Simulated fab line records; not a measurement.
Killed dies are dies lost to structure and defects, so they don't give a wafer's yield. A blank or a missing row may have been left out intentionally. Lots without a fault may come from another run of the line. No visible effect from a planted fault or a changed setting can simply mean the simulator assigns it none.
Which of the tools did it?    flow nand_harc    Sampling: 11 lots, 33 wafers, 5 of 1302 route steps

WHAT EACH GAUGE READ, for each wafer
NHARC_END_SORT_01.
lot   measured      on         killed_dies
L578  day 24 19:50  prober-01  91 82 73
L582  day 26 10:00  prober-02  60 67 58
L583  day 26 09:59  prober-01  45 51 53
L584  day 26 23:10  prober-02  93 99 95
L591  day 29 22:14  prober-02  50 51 57
L594  day 31 03:18  prober-01  677 677 677
L593  day 31 15:32  prober-02  677 677 677
L596  day 33 05:25  prober-01  53 57 56
L599  day 33 05:31  prober-02  69 49 75
L598  day 33 10:50  prober-01  20 33 31
L600  day 33 18:38  prober-01  40 56 53

TOOL THAT RAN EACH LOT (tool first, then ch and the chambers of the sampled wafers, then the start)
lot   NHARC_A_STAIRCASE_STRIP_205           NHARC_A_STAIRCASE_TRIM_220          NHARC_A_STAIRCASE_ETCH_223                     NHARC_A_STAIRCASE_TRIM_226
L578  plasma_asher-02 ch 0,1, day 16 10:58  rie_diel-04 ch 1,2,3, day 16 12:23  rie_diel-04 ch 0,1,2, day 16 13:52 or earlier  rie_diel-04 ch 0,1, day 16 13:52
L582  plasma_asher-02 ch 1, day 18 04:52    rie_diel-07 ch 2,3, day 18 06:25    rie_diel-07 ch 0,1,3, day 18 07:07 or earlier  rie_diel-07 ch 0,2, day 18 07:07
L583  plasma_asher-02 ch 0,1, day 18 06:25  rie_diel-08 ch 0,1,3, day 18 08:01  rie_diel-08 ch 1,3, day 18 08:42 or earlier    rie_diel-08 ch 0,1,2, day 18 08:42
L584  plasma_asher-01 ch 0,1, day 18 21:20  rie_diel-08 ch 0,1,2, day 18 22:49  rie_diel-08 ch 1,2,3, day 18 23:31 or earlier  rie_diel-08 ch 0,2,3, day 18 23:31
L591  plasma_asher-02 ch 0,1, day 21 22:37  rie_diel-04 ch 0,1,3, day 22 00:16  rie_diel-04 ch 0,1,3, day 22 00:55 or earlier  rie_diel-04 ch 0,3, day 22 00:55
L594  plasma_asher-02 ch 0,1, day 22 21:43  rie_diel-08 ch 1,2,3, day 22 23:20  rie_diel-08 ch 1,2, day 23 00:13 or earlier    rie_diel-08 ch 0,3, day 23 00:13
L593  plasma_asher-02 ch 0,1, day 23 04:11  rie_diel-07 ch 0,1,2, day 23 05:48  rie_diel-07 ch 0,3, day 23 06:29 or earlier    rie_diel-07 ch 0,1,2, day 23 06:29
L596  plasma_asher-01 ch 0,1, day 23 17:26  rie_diel-04 ch 0,1,2, day 23 19:11  rie_diel-04 ch 0,1,2, day 23 20:04 or earlier  rie_diel-04 ch 0,1,2, day 23 20:04
L599  plasma_asher-02 ch 0,1, day 24 19:01  rie_diel-07 ch 0,1,3, day 24 20:35  rie_diel-07 ch 0,1,3, day 24 21:17 or earlier  rie_diel-07 ch 0,3, day 24 21:17
L598  plasma_asher-01 ch 0,1, day 24 19:06  rie_diel-08 ch 2,3, day 24 20:43    rie_diel-08 ch 0,3, day 24 21:25 or earlier    rie_diel-08 ch 0,1, day 24 21:25
L600  plasma_asher-01 ch 0,1, day 25 13:12  rie_diel-07 ch 2,3, day 25 14:48    rie_diel-07 ch 1,2, day 25 15:35 or earlier    rie_diel-07 ch 1,2,3, day 25 15:35
- NHARC_A_STAIRCASE_STRIP_205: strips in O2.
- NHARC_A_STAIRCASE_TRIM_220: chemistry O2, time 211.2 s.
- NHARC_A_STAIRCASE_ETCH_223: etches the open film in C4F8/O2, target depth 100 nm, time 40.5 s.
- NHARC_A_STAIRCASE_TRIM_226: chemistry O2, time 211.2 s.

THE ANSWER, worked out from the rows above alone
Rule: the usual values come from the lots themselves. Put in order of their means at a reading, lots are off if they are a third of the lots or fewer, leave a main group of 4 or more, and stand apart from it by a gap of 3 or more times the standard deviation of the main group's means; of several such gaps the widest counts. If all means in a main group match to the digits the tables above print for the reading, that group is not used. A lot without any number at a reading at which 4 lots or more have one is off too. Any other lot the step has rows for is counted as sound.
Off, at NHARC_END_SORT_01 on killed_dies: L594, L593. The main group has a mean of 60 with a standard deviation of 19.
If a tool, at a process step before that reading, ran all the lots that are off and no sound lot after the first of them, it fits. The gauges at NHARC_END_SORT_01 are tried like those tools. NHARC_A_STAIRCASE_ETCH_223 gives no start for some lots, so the hours and the order of its lots are those of NHARC_A_STAIRCASE_TRIM_226. No candidate that was tried fits.

WHAT THE SIMULATOR HAD PUT IN
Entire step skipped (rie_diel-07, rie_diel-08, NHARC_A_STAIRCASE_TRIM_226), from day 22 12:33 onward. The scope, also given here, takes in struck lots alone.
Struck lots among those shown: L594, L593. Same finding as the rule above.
